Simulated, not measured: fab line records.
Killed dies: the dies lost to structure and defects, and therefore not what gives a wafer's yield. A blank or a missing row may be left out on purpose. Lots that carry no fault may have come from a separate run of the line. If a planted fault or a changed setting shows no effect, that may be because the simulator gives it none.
Which tool was responsible?	flow nand_harc	Sampling: 24 lots, 72 wafers, 6 of 1302 route steps

## WHAT EACH GAUGE READ, for each wafer
The record lacks any reading of a measuring or inspecting step that a usual standard deviation could be used to judge.

## TOOL THAT RAN EACH LOT (tool first, then ch and the chambers of the sampled wafers, then the start)
lot	NHARC_A_STAIRCASE_TRIM_14	NHARC_A_STAIRCASE_TRIM_18	NHARC_A_STAIRCASE_ETCH_25	NHARC_A_STAIRCASE_ETCH_27	NHARC_A_STAIRCASE_DESCUM_186	NHARC_A_STAIRCASE_ETCH_188
L074	rie_diel-02 ch 0,1, day 15 23:56 or earlier	rie_diel-02 ch 1,2,3, day 15 23:56 or earlier	rie_diel-04 ch 2,3, day 15 23:56 or earlier	rie_diel-04 ch 2,3, day 15 23:56 or earlier	rie_diel-12 ch 1,2,3, day 15 23:56	rie_diel-12 ch 1,3, no start
L075	rie_diel-02 ch 0,1,2, day 15 23:31 or earlier	rie_diel-02 ch 0,2,3, day 15 23:31 or earlier	rie_diel-12 ch 1,2,3, day 15 23:31 or earlier	rie_diel-12 ch 0,1,2, day 15 23:31 or earlier	rie_diel-02 ch 0,1,2, day 15 23:31	rie_diel-02 ch 0,2,3, no start
L076	rie_diel-02 ch 1,2,3, day 16 23:14 or earlier	rie_diel-02 ch 1,2,3, day 16 23:14 or earlier	rie_diel-04 ch 0,1,3, day 16 23:14 or earlier	rie_diel-04 ch 0,1,2, day 16 23:14 or earlier	rie_diel-12 ch 0,1,3, day 16 23:14	rie_diel-12 ch 1,3, no start
L078	rie_diel-02 ch 0,2, day 17 07:37 or earlier	rie_diel-02 ch 1,2, day 17 07:37 or earlier	rie_diel-02 ch 0,1,2, day 17 07:37 or earlier	rie_diel-02 ch 0,2, day 17 07:37 or earlier	rie_diel-02 ch 0,1,2, day 17 07:37	rie_diel-02 ch 0,1, no start
L079	rie_diel-12 ch 2,3, day 17 11:20 or earlier	rie_diel-12 ch 0,1,2, day 17 11:20 or earlier	rie_diel-04 ch 1,2,3, day 17 11:20 or earlier	rie_diel-04 ch 0,3, day 17 11:20 or earlier	rie_diel-12 ch 2,3, day 17 11:20	rie_diel-12 ch 0,2,3, no start
L077	rie_diel-12 ch 2,3, day 17 11:46 or earlier	rie_diel-12 ch 1,2,3, day 17 11:46 or earlier	rie_diel-12 ch 0,1,2, day 17 11:46 or earlier	rie_diel-12 ch 1,2,3, day 17 11:46 or earlier	rie_diel-04 ch 2,3, day 17 11:46	rie_diel-04 ch 0,1,3, no start
L080	rie_diel-04 ch 0,1,3, day 18 08:10 or earlier	rie_diel-04 ch 0,2, day 18 08:10 or earlier	rie_diel-02 ch 0,2, day 18 08:10 or earlier	rie_diel-02 ch 0,1,2, day 18 08:10 or earlier	rie_diel-12 ch 0,1,3, day 18 08:10	rie_diel-12 ch 1,2,3, no start
L081	rie_diel-12 ch 0,2,3, day 18 19:14 or earlier	rie_diel-12 ch 1,3, day 18 19:14 or earlier	rie_diel-04 ch 0,1,3, day 18 19:14 or earlier	rie_diel-04 ch 0,2,3, day 18 19:14 or earlier	rie_diel-04 ch 2,3, day 18 19:14	rie_diel-04 ch 2,3, no start
L082	rie_diel-04 ch 1,2, day 19 01:54 or earlier	rie_diel-04 ch 0,1, day 19 01:54 or earlier	rie_diel-02 ch 0,1, day 19 01:54 or earlier	rie_diel-02 ch 1,2,3, day 19 01:54 or earlier	rie_diel-04 ch 0,1,3, day 19 01:54	rie_diel-04 ch 0,1,3, no start
L083	rie_diel-12 ch 0,2,3, day 19 02:10 or earlier	rie_diel-12 ch 0,1,3, day 19 02:10 or earlier	rie_diel-12 ch 0,1,2, day 19 02:10 or earlier	rie_diel-12 ch 0,1,3, day 19 02:10 or earlier	rie_diel-12 ch 0,1,2, day 19 02:10	rie_diel-12 ch 0,1,2, no start
L084	rie_diel-04 ch 0,1,2, day 20 00:17 or earlier	rie_diel-04 ch 1,2,3, day 20 00:17 or earlier	rie_diel-02 ch 0,3, day 20 00:17 or earlier	rie_diel-02 ch 1,2, day 20 00:17 or earlier	rie_diel-12 ch 0,1,2, day 20 00:17	rie_diel-12 ch 0,2,3, no start
L085	rie_diel-02 ch 0,1,3, day 20 18:53 or earlier	rie_diel-02 ch 0,1,3, day 20 18:53 or earlier	rie_diel-12 ch 0,1, day 20 18:53 or earlier	rie_diel-12 ch 0,1, day 20 18:53 or earlier	rie_diel-12 ch 2,3, day 20 18:53	rie_diel-12 ch 1,2,3, no start
L086	rie_diel-04 ch 1,2,3, day 21 01:26 or earlier	rie_diel-04 ch 1,2,3, day 21 01:26 or earlier	rie_diel-02 ch 1,2,3, day 21 01:26 or earlier	rie_diel-02 ch 0,2,3, day 21 01:26 or earlier	rie_diel-12 ch 1,2, day 21 01:26	rie_diel-12 ch 1,2,3, no start
L087	rie_diel-04 ch 0,1,3, day 21 08:49 or earlier	rie_diel-04 ch 1,2,3, day 21 08:49 or earlier	rie_diel-02 ch 0,1,3, day 21 08:49 or earlier	rie_diel-02 ch 0,1, day 21 08:49 or earlier	rie_diel-12 ch 0,1,2, day 21 08:49	rie_diel-12 ch 0,1,3, no start
L088	rie_diel-02 ch 2,3, day 22 03:09 or earlier	rie_diel-02 ch 0,1,2, day 22 03:09 or earlier	rie_diel-12 ch 0,1, day 22 03:09 or earlier	rie_diel-12 ch 0,1,3, day 22 03:09 or earlier	rie_diel-02 ch 1,2, day 22 03:09	rie_diel-02 ch 1,2, no start
L089	rie_diel-04 ch 0,1,3, day 22 03:47 or earlier	rie_diel-04 ch 1,2,3, day 22 03:47 or earlier	rie_diel-02 ch 0,1,2, day 22 03:47 or earlier	rie_diel-02 ch 0,2,3, day 22 03:47 or earlier	rie_diel-04 ch 2,3, day 22 03:47	rie_diel-04 ch 0,1,3, no start
L091	rie_diel-02 ch 0,1,2, day 22 14:19 or earlier	rie_diel-02 ch 0,1,3, day 22 14:19 or earlier	rie_diel-12 ch 2,3, day 22 14:19 or earlier	rie_diel-12 ch 0,1,3, day 22 14:19 or earlier	rie_diel-04 ch 0,1, day 22 14:19	rie_diel-04 ch 0,2,3, no start
L090	rie_diel-04 ch 0,1,2, day 22 14:59 or earlier	rie_diel-04 ch 0,1, day 22 14:59 or earlier	rie_diel-04 ch 0,1, day 22 14:59 or earlier	rie_diel-04 ch 0,1,2, day 22 14:59 or earlier	rie_diel-12 ch 1,3, day 22 14:59	rie_diel-12 ch 0,1, no start
L092	rie_diel-12 ch 1,2,3, day 23 03:05 or earlier	rie_diel-12 ch 1,3, day 23 03:05 or earlier	rie_diel-04 ch 0,3, day 23 03:05 or earlier	rie_diel-04 ch 1,3, day 23 03:05 or earlier	rie_diel-04 ch 0,2, day 23 03:05	rie_diel-04 ch 1,3, no start
L093	rie_diel-02 ch 1,2,3, day 23 07:01 or earlier	rie_diel-02 ch 1,2,3, day 23 07:01 or earlier	rie_diel-02 ch 1,2,3, day 23 07:01 or earlier	rie_diel-02 ch 0,1,2, day 23 07:01 or earlier	rie_diel-12 ch 1,2,3, day 23 07:01	rie_diel-12 ch 0,1,2, no start
L094	rie_diel-12 ch 1,2, day 24 03:04 or earlier	rie_diel-12 ch 0,3, day 24 03:04 or earlier	rie_diel-12 ch 2,3, day 24 03:04 or earlier	rie_diel-12 ch 0,1,2, day 24 03:04 or earlier	rie_diel-12 ch 0,3, day 24 03:04	rie_diel-12 ch 0,2,3, no start
L096	rie_diel-12 ch 0,2, day 24 20:23 or earlier	rie_diel-12 ch 0,1,2, day 24 20:23 or earlier	rie_diel-12 ch 0,1,2, day 24 20:23 or earlier	rie_diel-12 ch 0,1,3, day 24 20:23 or earlier	rie_diel-02 ch 1,2,3, day 24 20:23	rie_diel-02 ch 0,1,3, no start
L095	rie_diel-02 ch 0,1,3, day 24 20:38 or earlier	rie_diel-02 ch 0,2,3, day 24 20:38 or earlier	rie_diel-02 ch 0,2, day 24 20:38 or earlier	rie_diel-02 ch 0,1,2, day 24 20:38 or earlier	rie_diel-04 ch 0,2,3, day 24 20:38	rie_diel-04 ch 1,2,3, no start
L097	rie_diel-12 ch 1,2,3, day 25 19:37 or earlier	rie_diel-12 ch 0,2, day 25 19:37 or earlier	rie_diel-12 ch 0,2,3, day 25 19:37 or earlier	rie_diel-12 ch 0,2,3, day 25 19:37 or earlier	rie_diel-12 ch 2,3, day 25 19:37	rie_diel-12 ch 2,3, no start
- NHARC_A_STAIRCASE_TRIM_14: chemistry O2, time 211.2 s.
- NHARC_A_STAIRCASE_TRIM_18: chemistry O2, time 211.2 s.
- NHARC_A_STAIRCASE_ETCH_25: etches the open film in C4F8/O2, target depth 100 nm, time 40.5 s.
- NHARC_A_STAIRCASE_ETCH_27: etches the open film in C4F8/O2, target depth 100 nm, time 40.5 s.
- NHARC_A_STAIRCASE_DESCUM_186: chemistry O2, time 3 s.
- NHARC_A_STAIRCASE_ETCH_188: etches the open film in C4F8/O2, target depth 100 nm, time 40.5 s.

## AS READ BY THE TOOLS THEMSELVES (means over the sampled wafers that have a number; for cases with no such wafer, the mark the record gives instead)
NHARC_A_STAIRCASE_TRIM_14. Usual: drypump_motor_current_A 5.9 A, standard deviation 0.52; oes_product_au 1.002 a.u., standard deviation 0.011; rf_vpp_V 57.9 V, standard deviation 0.82; showerhead_plenum_p_Torr 3.60 Torr, standard deviation 0.14; throttle_valve_pct 17.037 %, standard deviation 0.0092.
lot	tool	drypump_motor_current_A (A)	oes_product_au (a.u.)	rf_vpp_V (V)	showerhead_plenum_p_Torr (Torr)	throttle_valve_pct (%)	flag
L074	rie_diel-02	6.1	1.003	57.8	3.61	17.037	
L075	rie_diel-02	5.8	0.995	57.9	3.58	17.038	
L076	rie_diel-02	5.4	0.998	57.5	3.57	17.042	
L078	rie_diel-02	6.3	0.992	57.8	3.61	17.042	
L079	rie_diel-12	5.7	1.011	57.3	3.57	17.034	
L077	rie_diel-12	5.5	1.010	57.7	3.48	17.044	
L080	rie_diel-04	5.8	1.000	58.6	3.66	17.033	
L081	rie_diel-12	5.7	1.001	58.0	3.44	17.030	
L082	rie_diel-04	6.1	0.997	59.5	3.79	17.036	
L083	rie_diel-12	5.7	1.010	57.9	3.44	17.037	
L084	rie_diel-04	5.9	1.001	58.0	3.68	17.046	
L085	rie_diel-02	5.8	0.998	57.8	3.59	17.043	
L086	rie_diel-04	6.1	0.995	57.9	3.76	17.041	
L087	rie_diel-04	5.8	1.007	57.5	3.65	17.052	
L088	rie_diel-02	5.6	1.001	57.9	3.59	17.038	
L089	rie_diel-04	5.8	0.996	57.9	3.64	17.042	
L091	rie_diel-02	5.8	0.990	57.8	3.55	17.028	
L090	rie_diel-04	5.9	1.007	57.7	3.67	17.046	
L092	rie_diel-12	6.0	1.006	58.7	3.54	17.034	
L093	rie_diel-02	5.4	1.010	58.0	3.55	17.025	
L094	rie_diel-12	6.2	1.000	58.1	3.53	17.034	
L096	rie_diel-12	5.6	1.017	58.1	3.64	17.033	
L095	rie_diel-02	5.8	1.003	58.0	3.57	17.033	
L097	rie_diel-12	6.0	1.015	57.6	3.53	17.033	

NHARC_A_STAIRCASE_TRIM_18. Usual: drypump_motor_current_A 5.9 A, standard deviation 0.51; oes_product_au 1.002 a.u., standard deviation 0.01; rf_vpp_V 57.8 V, standard deviation 0.86; showerhead_plenum_p_Torr 3.60 Torr, standard deviation 0.14; throttle_valve_pct 17.037 %, standard deviation 0.0089.
lot	tool	drypump_motor_current_A (A)	oes_product_au (a.u.)	rf_vpp_V (V)	showerhead_plenum_p_Torr (Torr)	throttle_valve_pct (%)	flag
L074	rie_diel-02	5.4	0.995	57.7	3.58	17.046	
L075	rie_diel-02	5.9	1.002	58.7	3.62	17.042	
L076	rie_diel-02	5.4	0.997	58.3	3.57	17.034	
L078	rie_diel-02	5.2	1.003	57.4	3.54	17.040	
L079	rie_diel-12	5.9	0.992	58.0	3.44	17.031	
L077	rie_diel-12	6.0	1.005	57.9	3.56	17.039	
L080	rie_diel-04	6.0	1.013	58.5	3.69	17.036	
L081	rie_diel-12	6.2	0.995	57.9	3.65	17.040	
L082	rie_diel-04	5.5	1.017	57.7	3.57	17.035	
L083	rie_diel-12	6.1	0.992	58.4	3.53	17.037	
L084	rie_diel-04	6.1	0.993	57.4	3.77	17.033	
L085	rie_diel-02	5.8	1.004	58.2	3.59	17.029	
L086	rie_diel-04	6.2	1.004	57.6	3.76	17.037	
L087	rie_diel-04	6.1	0.997	57.2	3.76	17.042	
L088	rie_diel-02	5.7	1.000	58.3	3.55	17.036	
L089	rie_diel-04	6.2	0.994	57.9	3.76	17.044	
L091	rie_diel-02	5.8	0.998	58.5	3.58	17.043	
L090	rie_diel-04	5.8	0.996	57.1	3.67	17.029	
L092	rie_diel-12	6.2	1.000	57.6	3.64	17.038	
L093	rie_diel-02	5.4	1.008	56.8	3.55	17.037	
L094	rie_diel-12	5.8	1.005	58.3	3.74	17.038	
L096	rie_diel-12	5.9	1.021	56.8	3.58	17.034	
L095	rie_diel-02	5.9	1.002	57.9	3.58	17.043	
L097	rie_diel-12	5.5	1.019	58.8	3.49	17.039	

NHARC_A_STAIRCASE_ETCH_25. Usual: oes_product_au 0.947 a.u., standard deviation 0.013; rf_vpp_V 898 V, standard deviation 5.2.
lot	tool	oes_product_au (a.u.)	rf_vpp_V (V)	flag
L074	rie_diel-04	0.945	891	
L075	rie_diel-12	0.949	897	
L076	rie_diel-04	0.949	901	
L078	rie_diel-02	0.931	897	
L079	rie_diel-04	0.932	905	
L077	rie_diel-12	0.932	893	
L080	rie_diel-02	0.945	898	
L081	rie_diel-04	0.953	900	
L082	rie_diel-02	0.942	898	
L083	rie_diel-12	0.941	892	
L084	rie_diel-02	0.958	900	
L085	rie_diel-12	0.958	902	
L086	rie_diel-02	0.954	897	
L087	rie_diel-02	0.944	898	
L088	rie_diel-12	0.923	901	
L089	rie_diel-02	0.933	897	
L091	rie_diel-12	0.957	893	
L090	rie_diel-04	0.950	901	
L092	rie_diel-04	0.949	900	
L093	rie_diel-02	0.952	896	
L094	rie_diel-12	0.965	897	
L096	rie_diel-12	0.954	898	
L095	rie_diel-02	0.941	898	
L097	rie_diel-12	0.961	898	

NHARC_A_STAIRCASE_ETCH_27. Usual: oes_product_au 0.944 a.u., standard deviation 0.012; rf_vpp_V 898 V, standard deviation 5.2.
lot	tool	oes_product_au (a.u.)	rf_vpp_V (V)	flag
L074	rie_diel-04	0.944	897	
L075	rie_diel-12	0.941	894	
L076	rie_diel-04	0.957	902	
L078	rie_diel-02	0.935	898	
L079	rie_diel-04	0.944	900	
L077	rie_diel-12	0.940	897	
L080	rie_diel-02	0.942	897	
L081	rie_diel-04	0.951	901	
L082	rie_diel-02	0.937	897	
L083	rie_diel-12	0.943	896	
L084	rie_diel-02	0.934	896	
L085	rie_diel-12	0.958	904	
L086	rie_diel-02	0.921	898	
L087	rie_diel-02	0.936	897	
L088	rie_diel-12	0.940	902	
L089	rie_diel-02	0.940	898	
L091	rie_diel-12	0.943	901	
L090	rie_diel-04	0.949	900	
L092	rie_diel-04	0.940	903	
L093	rie_diel-02	0.943	896	
L094	rie_diel-12	0.950	897	
L096	rie_diel-12	0.951	901	
L095	rie_diel-02	0.946	897	
L097	rie_diel-12	0.965	898	

NHARC_A_STAIRCASE_DESCUM_186. Usual: drypump_motor_current_A 5.9 A, standard deviation 0.5; oes_product_au 1.002 a.u., standard deviation 0.01; rf_vpp_V 58.0 V, standard deviation 0.91; showerhead_plenum_p_Torr 1.95 Torr, standard deviation 0.091; throttle_valve_pct 11.312 %, standard deviation 0.0091.
lot	tool	drypump_motor_current_A (A)	oes_product_au (a.u.)	rf_vpp_V (V)	showerhead_plenum_p_Torr (Torr)	throttle_valve_pct (%)	flag
L074	rie_diel-12	6.0	0.999	57.6	1.94	11.323	
L075	rie_diel-02	5.8	0.997	58.1	1.94	11.312	
L076	rie_diel-12	6.1	1.010	57.7	1.92	11.315	
L078	rie_diel-02	5.8	0.995	58.7	1.94	11.308	
L079	rie_diel-12	5.5	1.003	57.7	1.89	11.316	
L077	rie_diel-04	6.1	0.994	58.9	2.04	11.317	
L080	rie_diel-12	6.1	0.997	57.8	1.91	11.303	
L081	rie_diel-04	6.2	0.999	58.5	2.06	11.308	
L082	rie_diel-04	5.8	0.999	58.2	1.99	11.317	
L083	rie_diel-12	5.9	0.989	57.3	1.86	11.314	
L084	rie_diel-12	5.9	1.009	58.5	1.96	11.309	
L085	rie_diel-12	5.5	1.013	57.8	1.88	11.314	
L086	rie_diel-12	6.2	0.996	57.9	1.92	11.308	
L087	rie_diel-12	5.9	1.005	58.3	1.95	11.307	
L088	rie_diel-02	5.2	0.998	58.3	1.91	11.304	
L089	rie_diel-04	6.2	1.003	58.1	2.05	11.312	
L091	rie_diel-04	5.8	1.001	58.7	1.99	11.308	
L090	rie_diel-12	6.4	0.994	58.0	1.97	11.312	
L092	rie_diel-04	5.6	1.004	57.8	1.93	11.317	
L093	rie_diel-12	6.0	1.002	57.4	1.92	11.303	
L094	rie_diel-12	5.9	1.009	58.1	2.01	11.318	
L096	rie_diel-02	5.4	1.001	58.4	1.92	11.310	
L095	rie_diel-04	5.9	0.998	58.7	1.97	11.322	
L097	rie_diel-12	5.5	1.018	56.7	1.86	11.313	

NHARC_A_STAIRCASE_ETCH_188. Usual: oes_product_au 0.949 a.u., standard deviation 0.015; rf_vpp_V 898 V, standard deviation 5.6.
lot	tool	oes_product_au (a.u.)	rf_vpp_V (V)	flag
L074	rie_diel-12	0.931	901	
L075	rie_diel-02	0.946	899	
L076	rie_diel-12	0.949	900	
L078	rie_diel-02	0.949	897	
L079	rie_diel-12	0.958	892	
L077	rie_diel-04	0.940	901	
L080	rie_diel-12	0.955	898	
L081	rie_diel-04	0.948	904	
L082	rie_diel-04	0.949	901	
L083	rie_diel-12	0.938	893	
L084	rie_diel-12	0.963	900	
L085	rie_diel-12	0.943	896	
L086	rie_diel-12	0.943	897	
L087	rie_diel-12	0.960	902	
L088	rie_diel-02	0.917	896	
L089	rie_diel-04	0.956	901	
L091	rie_diel-04	0.962	900	
L090	rie_diel-12	0.961	903	
L092	rie_diel-04	0.939	903	
L093	rie_diel-12	0.959	899	
L094	rie_diel-12	0.942	899	
L096	rie_diel-02	0.951	898	
L095	rie_diel-04	0.944	904	
L097	rie_diel-12	0.952	893	

## THE ANSWER, worked out from the rows above alone
Rule: a lot counts as off when the mean over its wafers that have a number is more than 3 standard deviations away from the usual mean. A lot without any number at a reading at which 4 lots or more have one is off too. The other lots that the step has rows for count as sound. Order of review: gauges by route order, followed by the tools' own readings, for which a lot's mean as printed above is used. The first step at which some lot is off is used, and at that step the reading that is off furthest; a lot without a number counts as furthest.
No lot is off at any reading shown: from this, nothing can be told.

## WHAT THE SIMULATOR HAD INSERTED
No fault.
